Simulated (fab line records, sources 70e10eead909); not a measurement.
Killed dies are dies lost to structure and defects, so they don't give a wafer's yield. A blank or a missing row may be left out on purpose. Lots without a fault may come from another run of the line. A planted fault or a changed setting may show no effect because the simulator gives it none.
Which tool did it? | flow nand_harc | 12 lots, 36 wafers sampled, at 4 steps of a route of 1302

WHAT THE GAUGES READ, wafer by wafer
NHARC_A_ONON_D2_THK_MEAS_34: measures by ellipsometry.
lot  | measured     | on            | thk_nm (nm)
L701 | day 12 22:47 | film_metro-01 | 200 199 204
L700 | day 12 22:49 | film_metro-01 | 196 199 196
L702 | day 13 19:17 | film_metro-02 | 199 204 201
L704 | day 14 01:19 | film_metro-02 | 197 198 202
L705 | day 15 04:44 | film_metro-01 | 200 206 207
L707 | day 15 04:46 | film_metro-02 | 195 192 198
L711 | day 17 22:39 | film_metro-01 | 199 205 209
L710 | day 17 22:49 | film_metro-01 | 201 200 200
L718 | day 20 17:22 | film_metro-01 | 201 200 202
L721 | day 21 19:40 | film_metro-01 | 254 194 204
L720 | day 21 19:56 | film_metro-01 | 205 255 206
L722 | day 22 05:25 | film_metro-01 | 200 198 202

NHARC_A_ONON_D2_INSPECT_32.
lot  | measured     | on                | raw_defect_count
L701 | day 12 22:50 | defect_inspect-01 | 636 342 518
L700 | day 12 22:53 | defect_inspect-02 | 350 340 375
L702 | day 13 19:23 | defect_inspect-01 | 224 300 252
L704 | day 14 01:23 | defect_inspect-02 | 402 409 442
L705 | day 15 04:48 | defect_inspect-02 | 314 229 215
L707 | day 15 04:51 | defect_inspect-01 | 466 497 419
L711 | day 17 22:44 | defect_inspect-02 | 382 328 312
L710 | day 17 22:53 | defect_inspect-02 | 450 543 608
L718 | day 20 17:27 | defect_inspect-02 | 369 381 373
L721 | day 21 19:44 | defect_inspect-02 | 253 210 279
L720 | day 21 20:02 | defect_inspect-01 | 376 355 431
L722 | day 22 05:29 | defect_inspect-01 | 444 340 318

NHARC_A_CHANNEL_HOLE_D2_INSPECT_12.
lot  | measured     | on                | raw_defect_count
L701 | day 13 01:41 | defect_inspect-01 | 39 50 54
L700 | day 13 01:49 | defect_inspect-02 | 5 8 7
L702 | day 14 02:55 | defect_inspect-01 | 8 5 5
L704 | day 14 05:26 | defect_inspect-02 | 56 58 58
L705 | day 15 07:55 | defect_inspect-01 | 2 7 5
L707 | day 15 08:10 | defect_inspect-02 | 57 62 69
L711 | day 18 01:29 | defect_inspect-02 | 14 14 10
L710 | day 18 03:07 | defect_inspect-01 | 55 34 54
L718 | day 20 20:17 | defect_inspect-01 | 49 54 54
L721 | day 22 03:22 | defect_inspect-02 | 19 30 25
L720 | day 22 04:26 | defect_inspect-02 | 4 6 2
L722 | day 22 11:30 | defect_inspect-02 | 4 3 2

WHICH TOOL RAN EACH LOT (tool, then ch and the chambers of the sampled wafers, then the start)
lot  | NHARC_A_ONON_D2_DEP_33
L701 | pecvd-03 ch 0,1,2, day 12 22:22
L700 | pecvd-04 ch 0,2, day 12 22:28
L702 | pecvd-03 ch 0,1,2, day 13 18:58
L704 | pecvd-03 ch 0,1,2, day 14 00:55
L705 | pecvd-03 ch 0,2, day 15 04:19
L707 | pecvd-04 ch 0,2, day 15 04:20
L711 | pecvd-04 ch 1,2, day 17 22:14
L710 | pecvd-03 ch 0,1,2, day 17 22:25
L718 | pecvd-04 ch 0,1,2, day 20 16:59
L721 | pecvd-04 ch 0,1,2, day 21 19:15
L720 | pecvd-04 ch 0,1, day 21 19:32
L722 | pecvd-03 ch 0,2, day 22 05:02
- NHARC_A_ONON_D2_DEP_33: deposits SiO2, target thk 200 nm.

WHAT THE TOOLS THEMSELVES READ (means of the sampled wafers that have a number; where no wafer has one, the mark that the record gives instead)
NHARC_A_ONON_D2_DEP_33.
lot  | tool     | heater_power_w (W) | mfc_precursor_sccm (sccm) | showerhead_vpp_V (V) | throttle_valve_pct (%)
L701 | pecvd-03 | 594                | 161.1                     | 1861                 | 16.0
L700 | pecvd-04 | 445                | 161.4                     | 1948                 | 16.5
L702 | pecvd-03 | 559                | 160.9                     | 1854                 | 16.0
L704 | pecvd-03 | 572                | 161.1                     | 1856                 | 16.0
L705 | pecvd-03 | 632                | 161.2                     | 1862                 | 16.1
L707 | pecvd-04 | 496                | 161.2                     | 1929                 | 16.5
L711 | pecvd-04 | 578                | 161.7                     | 1849                 | 16.2
L710 | pecvd-03 | 564                | 161.4                     | 1860                 | 15.7
L718 | pecvd-04 | 541                | 160.9                     | 1876                 | 16.4
L721 | pecvd-04 | 513                | 176.5                     | 1862                 | 16.5
L720 | pecvd-04 | 558                | 176.8                     | 1801                 | 16.0
L722 | pecvd-03 | 591                | 161.3                     | 1890                 | 15.7

THE ANSWER, worked out from the rows above alone
Rule: what is usual is taken from the lots themselves. Put in order of their means at a reading, lots are off if they are a third of the lots or fewer, leave a main group of 4 or more, and stand apart from it by a gap of 3 or more times the standard deviation of the main group's means; of several such gaps the widest counts. A main group whose means are all the same, to the digits that the tables above print for the reading, isn't used. A lot without any number at a reading at which 4 lots or more have one is off too. The other lots that the step has rows for count as sound. The gauges are gone through in route order, then the tools' own readings, and for those a lot's mean is taken as printed above. The first step at which some lot is off is used, and at that step the reading that is off furthest; a lot without a number counts as furthest.
Off: L721, L720, at NHARC_A_ONON_D2_THK_MEAS_34 (thk_nm). The main group: mean 200 nm, standard deviation 2.7.
A tool fits if, at a process step before that reading, it ran every lot that is off, and no sound lot after the first of them. The gauges at NHARC_A_ONON_D2_THK_MEAS_34 aren't tried: what is off there is off at NHARC_A_ONON_D2_DEP_33 too, on other tools, and a gauge's error can't cause that. One fits: pecvd-04 at NHARC_A_ONON_D2_DEP_33. Its last sound lot is L718 (day 20 16:59), its first lot that is off L721 (day 21 19:15): a fault that began between those two fits.
The tool's own readings at NHARC_A_ONON_D2_DEP_33 bear it out: on the lots that are off they differ by more than 5 times the standard deviation of the sound lots' means. mfc_precursor_sccm reads 176.7 sccm there against 161.2 sccm on the sound lots.

WHAT THE SIMULATOR HAD PUT IN
Process parameter drift: pecvd-04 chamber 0, from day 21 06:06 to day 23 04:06, at NHARC_A_ONON_D2_DEP_33. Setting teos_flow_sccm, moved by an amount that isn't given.
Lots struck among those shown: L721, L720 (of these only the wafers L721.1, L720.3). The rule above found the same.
